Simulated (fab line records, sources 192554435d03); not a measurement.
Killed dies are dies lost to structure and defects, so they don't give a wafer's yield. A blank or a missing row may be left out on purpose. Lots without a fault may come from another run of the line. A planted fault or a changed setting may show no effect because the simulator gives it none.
fab line records | flow n5_finfet
record lots=5 wafers=15 last_day=17
route steps=1938 shown BEOL_M12@1630
lots that met no fault: from a run of the same line without faults
start_h: hours from the record's first day to the start of the lot's first wafer shown | wait_h: hours since the lot's step before | " the same as in the row above | L1.1+2: a row that stands for several wafers | - no value, or no start given | * or withheld: withheld | < > ~ a bound
route shown NAME@n: a module of which the file shows steps, and the number in the route of the first | usual: mean/standard deviation of fault-free wafers | same: alike in all rows | chamber/n: place in a boat | sites: the reading at each site | _std_site: their standard deviation | _edge_site: outer sites' mean less inner sites' | radius_mm: how far each site lies from the wafer's centre | mask NAME#n: copy n | behind: the tool/chamber that last shaped the wafer | hold: why the lot was held/for how many hours/how that ended | device: the transistor (n, p or np) that didn't switch | end of line: the same wafers' tests at the end of the route | a step without rows: its recipe alone | killed: dies lost to structure and defects at the first sort, not the wafer's yield | map: a wafer's dies, x killed, . not, _ none there
set.NAME: the setting as run; set.NAME@STEP: as run at that earlier step | model.NAME: the simulator's own value behind a step, which no gauge read
lots at some steps of the route; a table a step, a row a wafer
services: from which hour (start_h, from the record's first day; less than 0 if before it) a tool's chamber was out of use, for how many hours, and why
## steps
# step N5_BEOL_M12_DEVELOP_27
# recipe develop_time_s=45 rinse_liquid=diw dry=air_spin dev_temp_c=21
# columns lot.wafer tool chamber start_h wait_h
L075.4+5+6 litho_track-02 0 - -
L084.2+4+5 litho_track-03 0 - -
L089.1+4+5 litho_track-02 0 - -
L092.1+2+5 litho_track-04 0 - -
L096.4+5+6 litho_track-04 0 - -
# step N5_BEOL_M12_HARDBAKE_32
# recipe temp_c=130 time_s=120
# same time_s=120
# columns lot.wafer tool chamber start_h wait_h
L075.4+5+6 litho_track-02 0 - -
L084.2+4+5 litho_track-03 0 - -
L089.1+4+5 litho_track-02 0 - -
L092.1+2+5 litho_track-04 0 - -
L096.4+5+6 litho_track-04 0 - -
# step N5_BEOL_M12_CD_MEAS_28
# recipe target_cd_nm=160.2 landing_energy_ev=500 detector=se_inlens polarity=opening
# usual cd_nm=160.0/1.2
# columns lot.wafer tool chamber start_h wait_h cd_nm
L075.4 cd_sem-02 0 240.30 - 161.2
L075.5 " 0 " " 159.8
L075.6 " 0 " " 158.6
L084.2 cd_sem-02 0 307.85 - 159.7
L084.4 " 0 " " 159.5
L084.5 " 0 " " 159.9
L089.1 cd_sem-03 0 344.07 - 158.5
L089.4 " 0 " " 158.3
L089.5 " 0 " " 160.4
L092.1 cd_sem-01 0 347.56 - 160.9
L092.2 " 0 " " 159.2
L092.5 " 0 " " 161.1
L096.4 cd_sem-02 0 371.92 - 159.1
L096.5 " 0 " " 159.9
L096.6 " 0 " " 158.7
# step N5_BEOL_M12_OVL_MEAS_29
# recipe points_per_wafer=44
# usual M12_OVL=-1/5.8
# columns lot.wafer tool chamber start_h wait_h M12_OVL[nm]
L075.4 overlay-02 0 240.33 0.0 -3
L075.5 " 0 " " -1
L075.6 " 0 " " -1
L084.2 overlay-01 0 307.88 0.0 3
L084.4 " 0 " " 0
L084.5 " 0 " " 12
L089.1 overlay-02 0 344.10 0.0 -19
L089.4 " 0 " " -11
L089.5 " 0 " " -13
L092.1 overlay-02 0 347.59 0.0 -4
L092.2 " 0 " " 5
L092.5 " 0 " " 1
L096.4 overlay-02 0 371.94 0.0 2
L096.5 " 0 " " -8
L096.6 " 0 " " 1
# step N5_BEOL_M12_INSPECT_30
# recipe mode=adi inspect_instrument=macro
# usual raw_defect_count=2.0/1.4
# columns lot.wafer tool chamber start_h wait_h raw_defect_count
L075.4 defect_inspect-02 - 240.35 0.0 5
L075.5 " - " " 3
L075.6 " - " " 1
L084.2 defect_inspect-02 - 307.92 0.0 1
L084.4 " - " " 3
L084.5 " - " " 2
L089.1 defect_inspect-01 - 344.12 0.0 1
L089.4 " - " " 2
L089.5 " - " " 1
L092.1 defect_inspect-02 - 347.62 0.0 3
L092.2 " - " " 2
L092.5 " - " " 4
L096.4 defect_inspect-01 - 371.97 0.0 1
L096.5 " - " " 2
L096.6 " - " " 1
# step N5_BEOL_M12_DESCUM_33
# recipe chemistry=O2 time_s=7.9 source_power_w=50 bias_power_w=20 pressure_mtorr=20 rf_frequency_hz=2.712e+07 temp_c=40 o2_flow_sccm=225
# usual drypump_motor_current_A=5.7/0.5 oes_product_au=0.81/0.094 rf_vpp_V=242.4/0.94 showerhead_plenum_p_Torr=2.045/0.027 throttle_valve_pct=20.40/0.23
# same time_s=7.9
# columns lot.wafer tool chamber start_h wait_h drypump_motor_current_A oes_product_au rf_hours_counter_h rf_vpp_V showerhead_plenum_p_Torr throttle_valve_pct
L075.4 rie_diel-01 2 240.69 0.3 5.7 0.89 - 242.8 2.045 20.46
L075.5 " 3 " " 4.8 0.71 - 242.9 2.061 20.61
L075.6 " 0 " " 6.5 0.84 - 242.3 2.038 20.05
L084.2 rie_diel-01 1 308.01 0.1 5.7 0.93 20 241.8 2.053 20.24
L084.4 " 0 " " 6.5 0.81 - 242.3 2.028 20.08
L084.5 " 2 " " 5.7 0.86 - 243.1 2.035 20.49
L089.1 rie_diel-05 1 344.15 0.0 6.0 0.85 52 241.0 2.041 20.17
L089.4 " 3 " " 5.8 0.96 10 241.7 2.054 20.56
L089.5 " 1 " " 6.0 0.85 - 242.0 2.042 20.20
L092.1 rie_diel-01 0 347.66 0.0 6.5 0.79 114 242.2 2.022 20.11
L092.2 " 1 " " 5.7 0.89 39 240.3 2.046 20.27
L092.5 " 2 " " 5.7 0.83 - 242.8 2.028 20.52
L096.4 rie_diel-05 2 372.15 0.2 5.1 0.67 249 242.7 1.970 20.61
L096.5 " 0 " " 5.1 0.88 - 243.3 2.054 20.19
L096.6 " 1 " " 6.0 0.84 - 243.6 2.038 20.20
# step N5_BEOL_M12_ETCH_67
# recipe chemistry=CF4 target=SiARC target_depth_a=1430 time_s=238.3 ion_energy_ev=80 pressure_mtorr=40 source_w=545 bias_w=36 Ar_flow_sccm=100 cf4_flow_sccm=100 ends=cleared
# usual bias_w=36.00/0.11 drypump_motor_current_A=5.7/0.5 etch_rf_on_time_s=237/4.7 oes_product_au=0.69/0.082 rf_vpp_V=183.6/0.87 showerhead_plenum_p_Torr=2.096/0.027 throttle_valve_pct=15.59/0.28
# columns lot.wafer tool chamber start_h wait_h bias_w drypump_motor_current_A etch_rf_on_time_s oes_product_au rf_hours_counter_h rf_vpp_V showerhead_plenum_p_Torr throttle_valve_pct
L075.4 rie_diel-01 2 240.78 0.1 35.85 5.7 233 0.77 - 183.7 2.102 15.63
L075.5 " 3 " " 36.00 4.8 243 0.61 - 183.6 2.120 15.89
L075.6 " 0 " " 35.99 6.5 241 0.71 - 183.7 2.088 15.24
L084.2 rie_diel-01 1 308.04 0.0 35.95 5.7 233 0.80 20 183.9 2.101 15.38
L084.4 " 0 " " 35.97 6.5 240 0.69 - 182.5 2.079 15.29
L084.5 " 2 " " 35.96 5.7 233 0.73 - 183.2 2.093 15.70
L089.1 rie_diel-05 1 344.19 0.0 35.99 6.0 235 0.73 52 183.3 2.090 15.33
L089.4 " 3 " " 35.85 5.8 239 0.81 10 183.2 2.108 15.67
L089.5 " 1 " " 36.00 6.0 234 0.73 - 185.1 2.090 15.33
L092.1 rie_diel-01 0 347.70 0.0 35.96 6.5 237 0.68 114 185.2 2.073 15.35
L092.2 " 1 " " 36.13 5.7 230 0.77 39 183.3 2.094 15.42
L092.5 " 2 " " 36.04 5.7 233 0.71 - 183.5 2.086 15.73
L096.4 rie_diel-05 2 372.19 0.0 35.94 5.2 240 0.57 249 183.0 2.024 15.85
L096.5 " 0 " " 35.84 5.1 237 0.74 - 183.2 2.091 15.24
L096.6 " 1 " " 36.07 6.0 235 0.72 - 182.9 2.087 15.35
# step N5_BEOL_M12_ETCH_68
# recipe chemistry=N2/H2 target=SOC mask_material=SiARC source_w=3000 bias_w=350 temp_c=40 time_s=285 ion_energy_ev=200 pressure_mtorr=30 n2_flow_sccm=200 h2_flow_sccm=200
# usual bias_w=349.9/1.1 drypump_motor_current_A=5.7/0.5 oes_product_au=0.81/0.096 rf_vpp_V=522.3/1.2 showerhead_plenum_p_Torr=2.49/0.032 throttle_valve_pct=17.72/0.27
# same time_s=285
# columns lot.wafer tool chamber start_h wait_h bias_w drypump_motor_current_A oes_product_au rf_hours_counter_h rf_vpp_V showerhead_plenum_p_Torr throttle_valve_pct
L075.4 rie_diel-01 2 240.94 0.1 350.0 5.7 0.90 - 522.8 2.49 17.73
L075.5 " 3 " " 349.7 4.8 0.72 - 524.8 2.51 18.08
L075.6 " 0 " " 349.5 6.5 0.84 - 522.0 2.48 17.37
L084.2 rie_diel-01 1 308.19 0.1 347.9 5.8 0.93 20 521.5 2.49 17.56
L084.4 " 0 " " 351.5 6.5 0.82 - 521.9 2.47 17.43
L084.5 " 2 " " 349.3 5.7 0.86 - 521.0 2.48 17.76
L089.1 rie_diel-05 1 344.33 0.1 350.4 6.0 0.84 52 520.5 2.47 17.39
L089.4 " 3 " " 350.1 5.8 0.97 10 522.0 2.49 17.78
L089.5 " 1 " " 349.1 6.0 0.86 - 523.0 2.47 17.40
L092.1 rie_diel-01 0 347.84 0.1 349.3 6.5 0.80 114 520.6 2.46 17.46
L092.2 " 1 " " 350.8 5.7 0.89 39 522.3 2.48 17.58
L092.5 " 2 " " 349.8 5.7 0.84 - 521.9 2.47 17.82
L096.4 rie_diel-05 2 372.33 0.1 349.0 5.2 0.66 249 519.4 2.40 18.01
L096.5 " 0 " " 350.7 5.1 0.86 - 521.4 2.49 17.47
L096.6 " 1 " " 350.8 6.0 0.83 - 522.6 2.46 17.43
# step N5_BEOL_M12_STRIP_69
# recipe chemistry=N2/H2 temp_c=40 n2_flow_sccm=200 h2_flow_sccm=200 rf_frequency_hz=6e+07
# columns lot.wafer tool chamber start_h wait_h
L075.4+5+6 rie_diel-01 2,3,0 241.03 0.0
L084.2+4+5 rie_diel-01 1,0,2 308.36 0.1
L089.1+4+5 rie_diel-05 1,3,1 344.51 0.1
L092.1+2+5 rie_diel-01 0,1,2 348.02 0.1
L096.4+5+6 rie_diel-05 2,0,1 372.50 0.1
# step N5_BEOL_M12_TRENCH_ETCH_34
# recipe chemistry=C4F8/O2/Ar target=SiOC target_depth_a=3189.5 mask_material=SOC pressure_mtorr=30 source_w=3000 bias_w=700 Ar_flow_sccm=400 C4F8_flow_sccm=15 O2_flow_sccm=8 he_inner_torr=15 he_outer_torr=30 time_s=125.5 ion_energy_ev=250
# usual bias_w=699.8/1.9 drypump_motor_current_A=5.7/0.5 oes_product_au=0.81/0.095 rf_vpp_V=663.4/1.5 showerhead_plenum_p_Torr=3.34/0.042 throttle_valve_pct=24.15/0.27
# same time_s=125.5
# columns lot.wafer tool chamber start_h wait_h bias_w drypump_motor_current_A oes_product_au rf_hours_counter_h rf_vpp_V showerhead_plenum_p_Torr throttle_valve_pct
L075.4 rie_diel-01 2 241.10 0.1 701.6 5.7 0.91 - 663.8 3.35 24.27
L075.5 " 3 " " 697.2 4.8 0.71 - 664.6 3.38 24.43
L075.6 " 0 " " 700.3 6.5 0.84 - 663.2 3.33 23.80
L084.2 rie_diel-01 1 308.37 0.0 696.1 5.7 0.93 20 662.5 3.34 23.92
L084.4 " 0 " " 697.1 6.5 0.81 - 662.4 3.32 23.83
L084.5 " 2 " " 699.6 5.7 0.86 - 662.2 3.34 24.31
L089.1 rie_diel-05 1 344.52 0.0 701.5 6.0 0.85 52 664.2 3.34 23.96
L089.4 " 3 " " 701.9 5.8 0.95 10 663.3 3.36 24.36
L089.5 " 1 " " 701.0 6.0 0.85 - 662.5 3.34 23.94
L092.1 rie_diel-01 0 348.03 0.0 703.1 6.6 0.78 114 663.0 3.31 23.84
L092.2 " 1 " " 700.5 5.7 0.90 40 663.9 3.33 23.96
L092.5 " 2 " " 697.2 5.7 0.82 - 663.0 3.32 24.33
L096.4 rie_diel-05 2 372.51 0.0 703.7 5.2 0.66 249 658.8 3.23 24.31
L096.5 " 0 " " 698.4 5.1 0.86 - 664.6 3.34 23.87
L096.6 " 1 " " 699.3 6.0 0.83 - 663.8 3.33 23.94
# step N5_BEOL_M12_STRIP_70
# recipe chemistry=C4F8/O2/Ar resist=SiARC rf_frequency_hz=6e+07
# columns lot.wafer tool chamber start_h wait_h
L075.4+5+6 rie_diel-01 2,3,0 241.16 0.0
L084.2+4+5 rie_diel-01 1,0,2 308.48 0.1
L089.1+4+5 rie_diel-05 1,3,1 344.63 0.1
L092.1+2+5 rie_diel-01 0,1,2 348.14 0.1
L096.4+5+6 rie_diel-05 2,0,1 372.63 0.1
# step N5_BEOL_M12_OCD_MEAS_35
# usual trench_depth_nm=319/4.6
# columns lot.wafer tool chamber start_h wait_h trench_depth_nm
L075.4 ocd-02 - 241.20 0.0 324
L075.5 " - " " 316
L075.6 " - " " 322
L084.2 ocd-02 - 308.53 0.0 326
L084.4 " - " " 322
L084.5 " - " " 326
L089.1 ocd-01 - 344.67 0.0 322
L089.4 " - " " 317
L089.5 " - " " 323
L092.1 ocd-02 - 348.18 0.0 316
L092.2 " - " " 323
L092.5 " - " " 320
L096.4 ocd-02 - 372.67 0.0 311
L096.5 " - " " 323
L096.6 " - " " 319
# step N5_BEOL_M12_STRIP_37
# recipe chemistry=N2/H2 power_w=1000 temp_c=250 h2_frac=0.65 overash_fraction=0.3 pressure_mtorr=withheld n2_flow_sccm=1750 h2_flow_sccm=3250
# usual drypump_motor_current_A=5.7/0.41 heater_power_w=335/36 oes_product_au=0.791/0.0098
# columns lot.wafer tool chamber start_h wait_h drypump_motor_current_A heater_power_w oes_product_au rf_hours_counter_h
L075.4 plasma_asher-01 1 241.25 0.1 5.6 378 0.802 -
L075.5 " 0 " " 6.3 317 0.783 -
L075.6 " 1 " " 5.6 376 0.777 -
L084.2 plasma_asher-01 1 308.57 0.0 5.6 392 0.791 128
L084.4 " 1 " " 5.6 384 0.791 -
L084.5 " 0 " " 6.3 318 0.783 -
L089.1 plasma_asher-02 1 344.71 0.0 5.2 290 0.798 87
L089.4 " 1 " " 5.3 282 0.784 -
L089.5 " 1 " " 5.2 289 0.815 -
L092.1 plasma_asher-02 0 348.22 0.0 5.4 330 0.783 88
L092.2 " 1 " " 5.3 285 0.794 88
L092.5 " 1 " " 5.3 287 0.792 -
L096.4 plasma_asher-02 0 372.73 0.1 5.5 351 0.771 -
L096.5 " 0 " " 5.4 335 0.774 -
L096.6 " 1 " " 5.2 285 0.777 -
# step N5_BEOL_M12_ETCH_38
# recipe chemistry=CF4/N2 target=SiCN target_depth_a=687 taper_deg=2 time_s=73.4 ion_energy_ev=150 mask_material=SiO2 pressure_mtorr=40 source_w=430 bias_w=70 Ar_flow_sccm=100 cf4_flow_sccm=60 n2_flow_sccm=60
# usual bias_w=70.03/0.2 drypump_motor_current_A=5.7/0.48 oes_product_au=0.80/0.095 rf_vpp_V=381.1/1.1 showerhead_plenum_p_Torr=2.159/0.029 throttle_valve_pct=15.41/0.27
# same time_s=73.4
# columns lot.wafer tool chamber start_h wait_h bias_w drypump_motor_current_A oes_product_au rf_hours_counter_h rf_vpp_V showerhead_plenum_p_Torr throttle_valve_pct
L075.4 rie_diel-01 2 244.56 - 69.82 5.7 0.91 - 381.6 2.163 15.47
L075.5 " 3 " " 69.81 4.8 0.71 - 382.0 2.183 15.72
L075.6 " 0 " " 70.19 6.6 0.83 - 379.6 2.151 15.07
L084.2 rie_diel-02 2 311.40 - 70.41 6.0 0.69 217 381.2 2.188 15.99
L084.4 " 0 " " 69.99 5.6 0.75 157 379.9 2.115 15.53
L084.5 " 1 " " 70.23 6.1 0.69 - 380.8 2.190 15.38
L089.1 rie_diel-01 2 345.07 - 70.03 5.7 0.83 79 381.7 2.148 15.56
L089.4 " 0 " " 70.30 6.5 0.78 - 381.1 2.136 15.18
L089.5 " 1 " " 70.37 5.7 0.89 - 381.3 2.156 15.21
L092.1 rie_diel-05 0 348.88 - 70.33 5.1 0.87 38 380.3 2.159 15.07
L092.2 " 2 " " 70.07 5.2 0.67 241 378.2 2.089 15.69
L092.5 " 0 " " 70.08 5.1 0.86 - 381.4 2.159 15.08
L096.4 rie_diel-05 3 374.71 - 70.33 5.7 0.91 20 381.5 2.165 15.50
L096.5 " 2 " " 69.85 5.1 0.67 - 379.8 2.086 15.71
L096.6 " 1 " " 70.21 6.0 0.84 - 380.8 2.146 15.18
# step N5_BEOL_M12_PRECLEAN_39
# recipe chemistry=residue_remover time_s=60 temp_c=40
# usual bath_guard_temp_C=39.8/0.47
# same time_s=60
# columns lot.wafer tool chamber start_h wait_h bath_guard_temp_C
L075.4 wet_bench-03 4 244.65 0.0 39.9
L075.5 " 1 " " 40.0
L075.6 " 7 " " 39.8
L084.2 wet_bench-06 1 311.53 0.1 39.8
L084.4 " 0 " " 39.8
L084.5 " 4 " " 39.5
L089.1 wet_bench-03 4 345.20 0.1 40.1
L089.4 " 6 " " 39.5
L089.5 " 3 " " 39.9
L092.1 wet_bench-04 1 349.01 0.1 40.1
L092.2 " 6 " " 39.9
L092.5 " 5 " " 39.8
L096.4 wet_bench-06 6 374.84 0.1 40.1
L096.5 " 3 " " 41.0
L096.6 " 2 " " 38.7
# step N5_BEOL_M12_SRD_40
# recipe time_s=30 temp_c=23 rinse_liquid=diw dry=n2_spin spin_rpm=1500 dry_time_s=30
# usual do_supply_ppb=10.00/0.11
# same time_s=30
# columns lot.wafer tool chamber start_h wait_h do_supply_ppb
L075.4 wet_bench-03 4 244.67 0.0 10.24
L075.5 " 1 " " 9.95
L075.6 " 7 " " 10.04
L084.2 wet_bench-06 1 311.55 0.0 9.83
L084.4 " 0 " " 9.86
L084.5 " 4 " " 10.06
L089.1 wet_bench-03 4 345.22 0.0 9.88
L089.4 " 6 " " 10.06
L089.5 " 3 " " 10.01
L092.1 wet_bench-04 1 349.03 0.0 10.20
L092.2 " 6 " " 9.89
L092.5 " 5 " " 9.95
L096.4 wet_bench-06 6 374.86 0.0 9.96
L096.5 " 3 " " 10.04
L096.6 " 2 " " 9.92
## services
# columns tool chamber start_h hours kind
rie_diel-05 3 217.36 2.8 repair
rie_diel-05 0 221.67 - clean
rie_diel-05 0 221.67 - consumable_replace:focus_ring
rie_diel-05 0 221.67 19.9 scheduled_down
rie_diel-05 0 221.67 19.9 vent_cycle
rie_diel-01 1 226.12 7.0 repair
rie_diel-01 1 233.20 - clean
rie_diel-01 1 233.20 - consumable_replace:focus_ring
rie_diel-01 1 233.20 23.2 scheduled_down
rie_diel-01 1 233.20 23.2 vent_cycle
rie_diel-05 3 265.74 - clean
rie_diel-05 - 271.96 10.0 pm
rie_diel-05 3 292.57 28.2 repair
rie_diel-01 3 306.54 - clean
rie_diel-01 3 306.54 - consumable_replace:focus_ring
rie_diel-01 3 306.54 32.1 scheduled_down
rie_diel-01 3 306.54 32.1 vent_cycle
rie_diel-05 - 311.93 2.8 pm
plasma_asher-01 - 312.49 4.4 repair
rie_diel-05 3 321.20 7.7 repair
plasma_asher-02 - 324.69 9.6 repair
wet_bench-03 - 339.22 2.1 repair
rie_diel-01 3 343.36 5.8 repair
rie_diel-02 1 374.63 3.0 repair
## key
fault none
